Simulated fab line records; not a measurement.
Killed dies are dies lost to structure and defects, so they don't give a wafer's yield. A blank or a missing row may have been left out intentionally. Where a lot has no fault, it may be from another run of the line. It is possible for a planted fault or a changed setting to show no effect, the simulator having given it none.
fab line records	flow nand-harc
record: lots: 6	wafers: 18	last-day: 29
route steps=1159 shown P_GATE@137 END@1159
lots untouched by any fault: they come from a run of this same line in which no faults occurred
start-h: hours from the record's first day to the start of the lot's first wafer shown	wait-h: how many hours have passed since the lot's step before this one	" as in the row above	L1.1+2: several wafers, shown together as one row	- either no value or no given start	* or withheld: withheld	< > ~ a bound
route shown NAME@n: NAME is a module with steps in the file, n the number in the route of the first one	usual: the fault-free wafers' mean and standard deviation	same: alike in all rows	chamber/n: place in a boat	sites: each site's reading	_std_site: their standard deviation	_edge_site: the outer-site mean with the inner-site mean subtracted	radius-mm: for every site, how far away it sits from the centre of the wafer	mask NAME#n: copy n	behind: the last tool/chamber to shape the wafer	hold: the reason the lot was held/the length of the hold in hours/how it ended	device: transistor that didn't switch, given as n, p or np	end of line: the route-end tests of the same wafers	where a step has no rows: the recipe by itself	killed: not the wafer's yield, but the dies lost to structure and defects at the first sort	map: per-die view of a wafer (x killed, . not killed, _ where there is no die)
set.NAME: setting as actually run; set.NAME@STEP: the setting as run at that earlier step	model.NAME: the simulator's own value behind a step, which no gauge read
certain route steps with their lots: each step a table, each wafer a row
services: a tool's chamber out of use, with start hour (start-h, from the record's first day; less than 0 if before it), hours out, and reason
== steps ==
step: NHARC_P_GATE_EBR_22
step: NHARC_P_GATE_EXPOSE_23
recipe: na: 1.35	target-cd-nm: 120	dose-mj: 93.91	mask-id: P_GATE
step: NHARC_P_GATE_PEB_24
recipe: peb-temp-c: 100	peb-time-s: 65
step: NHARC_P_GATE_DEVELOP_25
recipe: develop-time-s: 35	dev-temp-c: 23
step: NHARC_P_GATE_CD_MEAS_26
recipe: target-cd-nm: 120	landing-energy-ev: 500
usual: cd-nm: 120.2/0.66
lot.wafer	tool	chamber	start-h	wait-h	cd-nm
L437.2	cd-sem-03	0	126.70	-	120.5
L437.3	"	0	"	"	120.0
L437.5	"	0	"	"	119.7
L435.3	cd-sem-02	0	127.96	-	119.3
L435.4	"	0	"	"	119.9
L435.6	"	0	"	"	119.4
L441.1	cd-sem-01	0	130.58	-	120.4
L441.4	"	0	"	"	120.3
L441.5	"	0	"	"	120.4
L443.1	cd-sem-02	0	142.03	-	119.3
L443.4	"	0	"	"	119.8
L443.6	"	0	"	"	120.1
L445.3	cd-sem-03	0	164.89	-	120.7
L445.4	"	0	"	"	120.4
L445.5	"	0	"	"	121.2
L456.2	cd-sem-02	0	221.30	-	119.9
L456.3	"	0	"	"	120.4
L456.6	"	0	"	"	120.0
step: NHARC_P_GATE_OVL_MEAS_27
usual: overlay-x-nm: 0.1/0.86	overlay-y-nm: 0.0/0.92
lot.wafer	tool	chamber	start-h	wait-h	overlay-x-nm	overlay-y-nm
L437.2	overlay-01	-	126.79	-	-0.6	-0.5
L437.3	"	-	"	"	0.2	-1.4
L437.5	"	-	"	"	-0.4	-1.5
L435.3	overlay-02	-	128.04	-	-0.8	-0.2
L435.4	"	-	"	"	-1.0	0.1
L435.6	"	-	"	"	-1.0	0.5
L441.1	overlay-01	-	130.67	-	1.6	-1.1
L441.4	"	-	"	"	1.5	-0.6
L441.5	"	-	"	"	1.1	-1.4
L443.1	overlay-02	-	142.12	-	-0.3	1.5
L443.4	"	-	"	"	-1.0	1.4
L443.6	"	-	"	"	-0.8	1.8
L445.3	overlay-01	-	164.98	-	1.3	0.4
L445.4	"	-	"	"	0.8	0.3
L445.5	"	-	"	"	0.4	0.5
L456.2	overlay-02	-	221.39	-	-0.9	1.2
L456.3	"	-	"	"	-1.4	1.6
L456.6	"	-	"	"	-0.4	1.0
step: NHARC_P_GATE_INSPECT_28
usual: raw-defect-count: 6.1/2.6
lot.wafer	tool	chamber	start-h	wait-h	raw-defect-count
L437.2	defect-inspect-01	-	126.82	0.0	5
L437.3	"	-	"	"	10
L437.5	"	-	"	"	7
L435.3	defect-inspect-01	-	128.08	0.0	4
L435.4	"	-	"	"	4
L435.6	"	-	"	"	3
L441.1	defect-inspect-02	-	130.70	0.0	1
L441.4	"	-	"	"	11
L441.5	"	-	"	"	7
L443.1	defect-inspect-02	-	142.15	0.0	7
L443.4	"	-	"	"	4
L443.6	"	-	"	"	7
L445.3	defect-inspect-01	-	165.02	0.0	4
L445.4	"	-	"	"	5
L445.5	"	-	"	"	6
L456.2	defect-inspect-01	-	221.43	0.0	3
L456.3	"	-	"	"	5
L456.6	"	-	"	"	7
step: NHARC_P_GATE_DESCUM_31
recipe: time-s: 3	o2-flow-sccm: 200	ar-flow-sccm: 0	bias-power-w: 0	chemistry: O2
usual: drypump-motor-current-A: 5.7/0.62	oes-product-au: 0.999/0.01	rf-vpp-V: 58.0/0.91	showerhead-plenum-p-Torr: 1.95/0.088	throttle-valve-pct: 11.310/0.0095
same: bias-power-w: 0
lot.wafer	tool	chamber	start-h	wait-h	drypump-motor-current-A	oes-product-au	rf-hours-counter-h	rf-vpp-V	showerhead-plenum-p-Torr	throttle-valve-pct
L437.3	rie-diel-06	3	127.08	0.3	5.9	0.999	8	57.8	2.01	11.301
L437.2	"	0	"	"	6.7	1.009	9	58.9	1.97	11.308
L437.5	"	0	"	"	6.7	1.003	-	57.6	1.97	11.299
L435.4	rie-diel-06	1	128.35	0.3	5.0	0.990	10	58.9	2.05	11.314
L435.3	"	0	"	"	6.7	1.013	10	57.1	1.96	11.321
L435.6	"	2	"	"	5.3	1.010	-	57.5	1.81	11.298
L441.1	rie-diel-06	3	130.89	0.2	5.9	1.005	10	59.1	2.01	11.311
L441.4	"	2	"	"	5.3	1.011	11	58.7	1.81	11.312
L441.5	"	0	"	"	6.7	1.003	-	57.6	1.96	11.317
L443.1	rie-diel-06	0	142.21	0.1	6.7	1.005	16	58.0	1.96	11.297
L443.4	"	1	"	"	5.0	0.989	16	57.7	2.05	11.307
L443.6	"	0	"	"	6.7	1.010	-	58.0	1.96	11.311
L445.4	rie-diel-06	3	165.12	0.1	5.8	1.001	20	58.5	2.01	11.304
L445.3	"	1	"	"	5.0	0.980	21	58.1	2.05	11.311
L445.5	"	3	"	"	5.9	0.995	-	57.4	2.01	11.312
L456.3	rie-diel-06	0	221.49	0.1	6.7	1.002	28	57.1	1.96	11.321
L456.2	"	3	"	"	5.9	0.993	28	58.2	2.01	11.332
L456.6	"	1	"	"	5.0	0.983	-	58.3	2.05	11.304
step: NHARC_P_GATE_ETCH_104
recipe: target-depth-a: 600	time-s: withheld	cf4-flow-sccm: 100	chf3-flow-sccm: 30	ar-flow-sccm: 0	rf-w: 500	bias-w: 200	chemistry: CF4/CHF3
step: NHARC_P_GATE_HM_OPEN_105
recipe: target-depth-a: 3600	o2-flow-sccm: 400	cos-flow-sccm: 20	ar-flow-sccm: 0	rf-w: 500	bias-w: 300	chemistry: O2/COS
usual: drypump-motor-current-A: 5.7/0.6	oes-product-au: 1.000/0.01	rf-vpp-V: 468/3.1	showerhead-plenum-p-Torr: 3.18/0.14	throttle-valve-pct: 28.331/0.0086
lot.wafer	tool	chamber	start-h	wait-h	drypump-motor-current-A	oes-product-au	rf-hours-counter-h	rf-vpp-V	showerhead-plenum-p-Torr	throttle-valve-pct
L437.3	rie-diel-06	3	-	-	5.9	0.999	8	470	3.28	28.322
L437.2	"	0	"	"	6.7	0.997	9	469	3.20	28.333
L437.5	"	0	"	"	6.7	1.000	-	469	3.20	28.335
L435.3	rie-diel-06	3	-	-	5.9	0.999	9	470	3.28	28.325
L435.4	"	1	"	"	5.0	0.983	10	472	3.34	28.333
L435.6	"	3	"	"	5.9	1.016	-	470	3.28	28.333
L441.1	rie-diel-06	3	-	-	5.9	0.996	10	471	3.28	28.323
L441.4	"	1	"	"	5.0	0.984	11	472	3.33	28.328
L441.5	"	2	"	"	5.3	1.011	-	462	2.97	28.349
L443.4	rie-diel-06	2	-	-	5.3	1.008	17	464	2.96	28.327
L443.1	"	3	"	"	5.9	0.996	15	470	3.27	28.338
L443.6	"	2	"	"	5.3	1.001	-	462	2.96	28.324
L445.4	rie-diel-06	1	-	-	5.0	0.982	21	472	3.33	28.331
L445.3	"	2	"	"	5.3	1.021	23	464	2.96	28.345
L445.5	"	1	"	"	5.0	0.990	-	470	3.33	28.335
L456.2	rie-diel-06	2	-	-	5.3	1.003	30	463	2.96	28.326
L456.3	"	3	"	"	5.9	1.003	28	470	3.27	28.332
L456.6	"	0	"	"	6.7	0.997	-	469	3.19	28.328
step: NHARC_P_GATE_STRIP_106
recipe: o2-flow-sccm: 400	cos-flow-sccm: 20	ar-flow-sccm: 0	bias-w: 0	chemistry: O2/COS
step: NHARC_P_GATE_ETCH_114
recipe: target-depth-a: 300	overetch-a: 30	time-s: 16.5	ion-energy-ev: 100	cf4-flow-sccm: 80	o2-flow-sccm: 20	ar-flow-sccm: 0	rf-w: 300	bias-w: 100	chemistry: CF4/O2
step: NHARC_P_GATE_ETCH_32
recipe: target-depth-a: 1500	over-etch-frac: 1	over-etch-ion-energy-ev: 40	time-s: 100.1	hbr-flow-sccm: 150	cl2-flow-sccm: 50	rf-w: 400	icp-w: 400	bias-w: 100	chemistry: HBr/Cl2
usual: drypump-motor-current-A: 5.9/0.37	hbr-flow-sccm: 150.0/0.44	oes-product-au: 0.998/0.01	throttle-valve-pct: 26.405/0.0096
lot.wafer	tool	chamber	start-h	wait-h	drypump-motor-current-A	hbr-flow-sccm	oes-product-au	rf-hours-counter-h	throttle-valve-pct
L437.3	rie-si-02	1	127.86	-	6.3	148.6	0.989	0.9	26.418
L437.2	"	3	"	"	6.1	149.3	0.986	0.7	26.412
L437.5	"	1	"	"	6.3	150.0	0.999	-	26.401
L435.4	rie-si-04	0	129.28	-	5.4	149.5	1.002	0.3	26.398
L435.3	"	2	"	"	5.8	150.6	0.979	0.6	26.404
L435.6	"	0	"	"	5.4	149.6	1.009	-	26.415
L441.4	rie-si-02	1	131.74	-	6.3	149.4	1.000	1.2	26.402
L441.1	"	0	"	"	5.9	150.3	1.000	1.0	26.414
L441.5	"	2	"	"	5.8	150.2	1.019	-	26.409
L443.4	rie-si-04	2	143.12	-	5.8	149.9	0.986	0.9	26.409
L443.1	"	0	"	"	5.4	150.3	1.007	0.7	26.406
L443.6	"	3	"	"	5.4	149.9	1.007	-	26.394
L445.3	rie-si-04	1	165.94	-	6.5	149.5	1.009	0.9	26.417
L445.4	"	0	"	"	5.4	149.6	1.004	0.8	26.397
L445.5	"	2	"	"	5.8	150.5	0.990	-	26.405
L456.2	rie-si-01	3	222.08	-	5.6	150.5	0.993	0.7	26.392
L456.3	"	1	"	"	5.6	150.7	1.005	0.7	26.403
L456.6	"	3	"	"	5.5	150.5	0.988	-	26.408
step: NHARC_P_GATE_STRIP_108
recipe: o2-flow-sccm: 500	ar-flow-sccm: 0	bias-w: 0	chemistry: O2
step: NHARC_P_GATE_CD_MEAS_33
usual: cd-nm: 120.4/2.4
lot.wafer	tool	chamber	start-h	wait-h	cd-nm
L437.2	cd-sem-03	-	128.43	-	120.4
L437.3	"	-	"	"	124.5
L437.5	"	-	"	"	125.8
L435.3	cd-sem-01	-	129.63	-	122.2
L435.4	"	-	"	"	120.9
L435.6	"	-	"	"	125.0
L441.1	cd-sem-03	-	132.26	-	123.4
L441.4	"	-	"	"	120.6
L441.5	"	-	"	"	119.4
L443.1	cd-sem-02	-	143.60	-	121.2
L443.4	"	-	"	"	121.0
L443.6	"	-	"	"	118.0
L445.3	cd-sem-03	-	166.28	-	117.8
L445.4	"	-	"	"	120.6
L445.5	"	-	"	"	122.0
L456.2	cd-sem-03	-	222.41	-	114.8
L456.3	"	-	"	"	122.6
L456.6	"	-	"	"	120.2
step: NHARC_P_GATE_STRIP_35
recipe: time-s: 600	temp-c: 130	chemistry: SPM
step: NHARC_P_GATE_PRECLEAN_73
recipe: time-s: *	temp-c: 50	bath-age-min: 0	chemistry: SC1
step: NHARC_P_GATE_SRD_74
step: NHARC_P_GATE_ALD_36
recipe: target-thk-a: 200	pulse-time-s: 60	ald-cycles: 223	temp-c: 400	material: SiNx
usual: heater-power-w: 872/100	precursor-pulse-height-rel: 0.999/0.02
same: ald-cycles: 223
lot.wafer	tool	chamber	start-h	wait-h	heater-power-w	precursor-pulse-height-rel
L437.2	ald-sin-03	3	150.46	-	1108	1.043
L437.3	"	1	152.55	-	764	0.994
L437.5	"	2	153.59	-	797	1.002
L435.4	ald-sin-04	1	151.58	-	810	0.949
L435.3	"	2	152.63	-	739	1.033
L435.6	"	3	153.69	-	976	1.007
L441.1	ald-sin-04	0	162.08	-	904	1.005
L441.4	"	1	163.13	-	799	0.986
L441.5	"	0	166.29	-	888	0.986
L443.1	ald-sin-02	2	169.75	-	823	1.007
L443.4	"	3	170.81	-	913	1.045
L443.6	"	2	173.99	-	820	1.011
L445.4	ald-sin-02	0	177.16	-	734	1.015
L445.3	"	2	179.27	-	811	1.017
L445.5	"	3	180.32	-	906	0.997
L456.2	ald-sin-02	1	224.97	-	935	0.989
L456.3	"	2	226.02	-	823	0.994
L456.6	"	3	227.06	-	944	1.007
step: NHARC_P_GATE_ETCHBACK_37
recipe: target-depth-a: 345	time-s: 17.2	chf3-flow-sccm: 50	o2-flow-sccm: 10	ar-flow-sccm: 200	rf-w: 500	bias-w: 200	chemistry: CHF3/O2
usual: drypump-motor-current-A: 5.8/0.62	oes-product-au: 0.96/0.039	rf-vpp-V: 371.6/2.1	showerhead-plenum-p-Torr: 2.45/0.097	throttle-valve-pct: 20.572/0.009
lot.wafer	tool	chamber	start-h	wait-h	drypump-motor-current-A	oes-product-au	rf-hours-counter-h	rf-vpp-V	showerhead-plenum-p-Torr	throttle-valve-pct
L437.3	rie-diel-06	2	-	-	5.3	0.93	21	368.2	2.28	20.581
L437.2	"	0	"	"	6.7	0.93	19	371.6	2.46	20.571
L437.5	"	3	"	"	5.9	0.93	-	372.9	2.52	20.571
L435.4	rie-diel-06	3	-	-	5.9	0.93	19	372.9	2.52	20.584
L435.3	"	0	"	"	6.7	0.93	19	372.5	2.46	20.577
L435.6	"	1	"	"	5.0	0.90	-	375.0	2.56	20.573
L441.1	rie-diel-04	1	-	-	5.4	0.99	12	371.8	2.46	20.582
L441.4	"	2	"	"	6.4	0.99	13	371.3	2.45	20.593
L441.5	"	2	"	"	6.4	1.00	-	372.4	2.45	20.584
L443.1	rie-diel-05	3	-	-	5.5	1.00	2	369.6	2.32	20.570
L443.4	"	0	"	"	5.3	1.00	2	371.0	2.43	20.579
L443.6	"	3	"	"	5.5	1.00	-	369.3	2.32	20.567
L445.4	rie-diel-06	0	-	-	6.7	0.92	25	372.7	2.46	20.572
L445.3	"	2	"	"	5.3	0.92	27	368.4	2.27	20.579
L445.5	"	0	"	"	6.7	0.92	-	370.1	2.46	20.550
L456.3	rie-diel-04	2	-	-	6.4	0.92	28	370.8	2.44	20.558
L456.2	"	1	"	"	5.4	0.93	28	372.2	2.45	20.582
L456.6	"	3	"	"	5.1	0.91	-	374.7	2.59	20.573
step: NHARC_P_GATE_STRIP_101
recipe: time-s: 20	o2-flow-sccm: 500	ar-flow-sccm: 0	bias-w: 0	chemistry: O2
step: NHARC_P_GATE_PRECLEAN_97
recipe: time-s: 600	temp-c: 120	chemistry: SPM
step: NHARC_P_GATE_SRD_98
step: NHARC_P_GATE_PRECLEAN_99
recipe: time-s: *	temp-c: 50	bath-age-min: 0	chemistry: SC1
step: NHARC_P_GATE_SRD_100
step: NHARC_P_GATE_DEHYDRATE_38
recipe: temp-c: 150	time-s: 120
step: NHARC_P_GATE_HMDS_39
recipe: time-s: 30
step: NHARC_P_GATE_COAT_40
recipe: spin-rpm: 3000
step: NHARC_P_GATE_SOFTBAKE_41
recipe: temp-c: 122	time-s: 95
step: NHARC_P_GATE_EBR_42
step: NHARC_P_GATE_EXPOSE_43
recipe: na: 0.6	target-cd-nm: 720	dose-mj: 14.81	mask-id: P_NSD
step: NHARC_P_GATE_PEB_44
recipe: peb-temp-c: 118	peb-time-s: 85
step: NHARC_P_GATE_DEVELOP_45
recipe: time-s: 70
step: NHARC_P_GATE_CD_MEAS_46
recipe: target-cd-nm: 720	landing-energy-ev: 500
usual: cd-nm: 720.0/2.1
lot.wafer	tool	chamber	start-h	wait-h	cd-nm
L437.2	cd-sem-03	0	159.87	-	720.9
L437.3	"	0	"	"	721.0
L437.5	"	0	"	"	721.2
L435.3	cd-sem-03	0	160.05	-	719.2
L435.4	"	0	"	"	719.6
L435.6	"	0	"	"	722.7
L441.1	cd-sem-01	0	172.48	-	717.0
L441.4	"	0	"	"	715.2
L441.5	"	0	"	"	717.2
L443.1	cd-sem-02	0	180.31	-	716.1
L443.4	"	0	"	"	719.6
L443.6	"	0	"	"	717.7
L445.3	cd-sem-02	0	186.62	-	719.4
L445.4	"	0	"	"	719.5
L445.5	"	0	"	"	721.3
L456.2	cd-sem-01	0	233.42	-	716.8
L456.3	"	0	"	"	717.8
L456.6	"	0	"	"	717.2
step: NHARC_P_GATE_HARDBAKE_47
recipe: temp-c: 125	time-s: 80
step: NHARC_P_GATE_DESCUM_48
recipe: time-s: 3	o2-flow-sccm: 200	ar-flow-sccm: 0	bias-power-w: 0	chemistry: O2
step: NHARC_P_GATE_IMPLANT_49
recipe: energy-kev: 30	dose-cm2: 3e+15	tilt-deg: 7
step: NHARC_P_GATE_STRIP_111
recipe: power-w: 1500	temp-c: 110	time-s: 250	chemistry: N2/H2
usual: drypump-motor-current-A: 5.7/0.31	heater-power-w: 86/7.2
lot.wafer	tool	chamber	start-h	wait-h	drypump-motor-current-A	heater-power-w	rf-hours-counter-h
L437.2	plasma-asher-02	0	160.45	0.2	5.8	99	40
L437.3	"	0	"	"	5.8	101	-
L437.5	"	1	"	"	6.2	86	-
L435.3	plasma-asher-01	0	160.67	0.2	5.3	89	-
L435.4	"	1	"	"	5.6	78	-
L435.6	"	1	"	"	5.6	77	-
L441.1	plasma-asher-02	1	173.02	0.2	6.1	85	47
L441.4	"	1	"	"	6.2	85	-
L441.5	"	0	"	"	5.8	100	-
L443.1	plasma-asher-01	1	180.84	0.2	5.6	79	29
L443.4	"	0	"	"	5.2	88	-
L443.6	"	1	"	"	5.6	77	-
L445.4	plasma-asher-01	1	187.25	0.2	5.6	78	-
L445.3	"	0	"	"	5.3	88	-
L445.5	"	1	"	"	5.6	79	-
L456.2	plasma-asher-02	1	234.00	0.2	6.2	85	10
L456.3	"	0	"	"	5.8	95	-
L456.6	"	0	"	"	5.8	98	-
step: NHARC_P_GATE_STRIP_75
recipe: power-w: 1500	temp-c: 250	chemistry: O2
step: NHARC_P_GATE_STRIP_50
recipe: time-s: 900	temp-c: 130	chemistry: SPM
step: NHARC_P_GATE_DEHYDRATE_51
recipe: temp-c: 150	time-s: 120
step: NHARC_P_GATE_HMDS_52
recipe: time-s: 30
step: NHARC_P_GATE_INSPECT_68
usual: raw-defect-count: 176/60
lot.wafer	tool	chamber	start-h	wait-h	raw-defect-count
L435.3	defect-inspect-02	-	166.96	0.1	209
L435.4	"	-	"	"	171
L435.6	"	-	"	"	258
L437.2	defect-inspect-02	-	167.13	0.1	104
L437.3	"	-	"	"	179
L437.5	"	-	"	"	165
L441.1	defect-inspect-01	-	179.20	0.2	251
L441.4	"	-	"	"	320
L441.5	"	-	"	"	175
L443.1	defect-inspect-01	-	187.24	0.2	603
L443.4	"	-	"	"	184
L443.6	"	-	"	"	230
L445.3	defect-inspect-02	-	193.76	0.1	90
L445.4	"	-	"	"	624
L445.5	"	-	"	"	121
L456.2	defect-inspect-01	-	239.92	0.1	187
L456.3	"	-	"	"	213
L456.6	"	-	"	"	287
step: NHARC_END_SORT_01
recipe: temp-c: 25
usual: killed-at-array: 29/11	killed-at-other: 0.5/0.85	killed-at-periphery: 3.0/2.3	killed-dies: 33/12	killed-open: 3.3/1.9	killed-short: 2.0/1.5
same: gross-dies: 677
lot.wafer	tool	chamber	start-h	wait-h	killed-at-array	killed-at-other	killed-at-periphery	killed-dies	killed-open	killed-short
L441.5	prober-01	0	606.40	3.6	29	1	1	31	2	1
L443.1	prober-01	0	610.93	2.5	19	0	77	96	3	2
L443.4	prober-01	0	613.27	3.3	34	2	3	39	3	3
L443.6	prober-01	0	614.83	3.9	29	1	6	36	7	3
L445.4	prober-02	0	625.53	3.4	16	0	75	91	6	2
L445.5	prober-02	0	626.34	3.7	19	0	0	19	1	0
killed by level:class
L441.5 A_CHANNEL_HOLE_D1:chamber-film-flake=12 A_SLIT:chamber-film-flake=12 P_M0:geometric-particle:open=1 A_WL_FILL:geometric-particle:open=1 A_M0:geometric-particle:short=1 A_STAIRCASE:chamber-film-flake=1 A_SGD_CUT:chamber-film-flake=1 A_CONTACT:chamber-film-flake=1
L443.1 P_GATE:unspecified=75 A_CHANNEL_HOLE_D1:chamber-film-flake=11 A_STAIRCASE:chamber-film-flake=2 P_M0:geometric-particle:open=1 A_ONON_D1:geometric-particle:short=1 A_CHANNEL_HOLE_D1:geometric-particle:short=1 A_CHANNEL_FILL_D1:geometric-particle:open=1 A_CONTACT:geometric-particle:open=1
L443.4 A_CHANNEL_HOLE_D1:chamber-film-flake=23 A_WL_FILL:geometric-particle:short=2 A_CHANNEL_FILL_D1:chamber-film-flake=2 A_STAIRCASE:chamber-film-flake=2 A_WL_FILL:chamber-film-flake=2 P_M0:geometric-particle:open=1 A_WL_FILL:geometric-particle:open=1 A_BLC:geometric-particle:open=1
L443.6 A_CHANNEL_HOLE_D1:chamber-film-flake=17 A_CONTACT:geometric-particle:open=3 P_CONTACT:geometric-particle:open=2 A_CHANNEL_FILL_D1:chamber-film-flake=2 A_STAIRCASE:chamber-film-flake=2 A_CONTACT:chamber-film-flake=2 P_CONTACT:geometric-particle:short=1 P_M2:geometric-particle:short=1
L445.4 P_GATE:unspecified=73 A_STAIRCASE:chamber-film-flake=4 A_ONON_D1:geometric-particle:open=2 A_CONTACT:chamber-film-flake=2 A_M0:chamber-film-flake=2 P_STI:geometric-particle:short=1 P_CONTACT:geometric-particle:open=1 A_ONON_D1:geometric-particle:short=1
L445.5 A_CONTACT:chamber-film-flake=6 A_CHANNEL_HOLE_D1:chamber-film-flake=5 A_STAIRCASE:chamber-film-flake=4 A_M0:chamber-film-flake=2 A_SGD_CUT:geometric-particle:open=1 A_SLIT:chamber-film-flake=1
map L443.1 (x killed, . not)
____________.____________
_________....xxx_________
_______.......xxxx_______
______.....xxxxxxxx______
_____.......xxxxxxxx_____
____.......xxxxxxxxx.____
____.......xxxxxxxxxx____
___.........xxxxxxx...___
___.........xxxxxxx...___
__..........xxxxxxx....__
__...........xxxxx.x...__
_....x.......xxxx......._
_............x..x.x....._
_...x.x................._
_......................._
_..x..xx.x.............._
...x.xx..................
.......x.................
........................x
.........................
.........................
_.....................x._
_......................._
_......................._
_x...................x.._
_......................._
__.....................__
__.....................__
___...................___
___.x.................___
____......x......x...____
____..x..............____
_____..........x...._____
______.............______
_______..........._______
_________......._________
____________.____________
map L445.4 (x killed, . not)
____________x____________
_________.....xx_________
_______.x...xxxxxx_______
______......xxxxxxx______
_____......xxxxxxxxx_____
____........xxxxxxxx.____
____........xxxxxxxxx____
___.......x.xxxxxxx...___
___.........xxxxxxxx..___
__..........xxxxxxx....__
__...........xxxxxx....__
_.x....x...x.xxx........_
_..x..xx................_
_....x..........x......._
_...............x......._
_.................x....._
.........................
.........................
.........................
........................x
.........................
_......................._
_......................._
_......x..........x....._
_.................x....._
_......................._
__.....................__
__...................x.__
___...................___
___x..................___
____.................____
____.................____
_____..............._____
______.............______
_______..........._______
_________......._________
____________.____________
== services ==
tool	chamber	start-h	hours	kind
rie-diel-06	3	110.11	6.4	repair
rie-diel-04	-	111.90	9.0	pm
ald-sin-02	2	114.88	7.0	repair
rie-diel-05	1	122.07	8.1	repair
rie-diel-06	0	122.58	-	clean
rie-diel-06	1	122.58	-	clean
rie-diel-06	2	122.58	-	clean
rie-diel-06	3	122.58	-	clean
rie-si-01	-	127.00	9.0	pm
ald-sin-03	0	132.06	13.6	repair
ald-sin-03	-	137.78	0.4	repair
rie-diel-06	0	147.09	-	clean
rie-diel-06	1	147.09	-	clean
rie-diel-06	2	147.09	-	clean
rie-diel-06	3	147.09	-	clean
rie-diel-06	0	148.36	2.1	repair
rie-diel-05	-	163.60	9.0	pm
rie-diel-06	-	168.29	2.1	repair
plasma-asher-02	-	183.42	9.0	pm
rie-diel-05	0	209.18	6.5	repair
rie-si-02	-	211.00	9.0	pm
rie-si-04	2	218.61	2.5	repair
rie-si-04	-	219.04	0.3	repair
rie-diel-04	2	221.36	3.4	repair
== key ==
first-sign: step: NHARC_P_GATE_INSPECT_68	reading: raw-defect-count	direction: up	sigmas: 7.3	usual: 176	struck: 614
effect: step: NHARC_END_SORT_01	reading: killed-at-periphery	direction: up	sigmas: 32	usual: 3.0	struck: 76
more-kills-born-at: NHARC_P_GATE_ETCH_32@rie-si-04: 147
met-at NHARC_P_GATE_ETCH_32
struck-wafers L443.1,L445.4
tester-left-out L443,L445
onset-between 129.28 143.12
fault: kind: chamber-particle-source	tool: rie-si-04	chamber: 0	onset-h: 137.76	steps: NHARC_P_GATE_ETCH_32	rate-per-visit-cm2: 0.72498	end-h: 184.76
tester-left-out: of these lots the tester's yield and bins aren't shown, on N5 and GAA mostly nor the transistor test; their killed dies are dies lost to structure and defects alone, not to doping, threshold or leakage, so they don't give the yield
